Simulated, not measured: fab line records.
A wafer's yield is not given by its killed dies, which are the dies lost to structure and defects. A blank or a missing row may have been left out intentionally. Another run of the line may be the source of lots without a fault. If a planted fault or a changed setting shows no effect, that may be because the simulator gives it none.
Matching of chambers / flow nandHarc / 4 sister chambers for NHARC_P_CONTACT_CMP_01 on cmp-03
The step polishes SiO2, target thk 200 nm. 4 wafers are shown with their chamber, then 11 later ones without.

WAFERS, EACH WITH ITS CHAMBER
wafer=L089.5; chamber=3; motorCurrentA (A)=11.0
wafer=L092.5; chamber=2; motorCurrentA (A)=13.8
wafer=L092.6; chamber=1; motorCurrentA (A)=14.0
wafer=L093.4; chamber=0; motorCurrentA (A)=13.0

WAFERS WITH NO CHAMBER GIVEN
wafer=L093.5; motorCurrentA (A)=11.1
wafer=L093.6; motorCurrentA (A)=14.2
wafer=L094.2; motorCurrentA (A)=13.5
wafer=L094.3; motorCurrentA (A)=14.1
wafer=L094.4; motorCurrentA (A)=10.8
wafer=L095.1; motorCurrentA (A)=13.4
wafer=L095.2; motorCurrentA (A)=13.9
wafer=L095.5; motorCurrentA (A)=13.2
wafer=L096.1; motorCurrentA (A)=14.3
wafer=L096.2; motorCurrentA (A)=10.5
wafer=L096.3; motorCurrentA (A)=13.3

CHAMBER TAKEN BY EACH
wafer=L093.5; from the rows above=3; in truth=3
wafer=L093.6; from the rows above=can't be placed: 1 or 2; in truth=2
wafer=L094.2; from the rows above=can't be placed: 2 or 0 or 1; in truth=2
wafer=L094.3; from the rows above=can't be placed: 1 or 2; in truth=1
wafer=L094.4; from the rows above=3; in truth=3
wafer=L095.1; from the rows above=can't be placed: 0 or 2 or 1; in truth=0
wafer=L095.2; from the rows above=can't be placed: 1 or 2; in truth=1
wafer=L095.5; from the rows above=can't be placed: 0 or 2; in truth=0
wafer=L096.1; from the rows above=can't be placed: 1 or 2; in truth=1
wafer=L096.2; from the rows above=3; in truth=3
wafer=L096.3; from the rows above=can't be placed: 0 or 2 or 1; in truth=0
Correct placement for 3 of the 11. Not placeable from these rows: 8 (in 8, the candidates include the true chamber). Placed wrongly: 0.
How it was worked out, from the rows above alone: a wafer's distance from a chamber is the root of the sum, over the readings, of the square of ((its reading less the chamber's mean) divided by the reading's scatter). The wafer belongs to the nearest chamber; if the next one is less than 2 further off, it can't be placed. For every chamber, the mean is computed from those of its wafers that are shown. The scatter (one wafer shown for each chamber): square how far every hidden wafer sits from the nearest shown wafer, average those squares and take the square root.
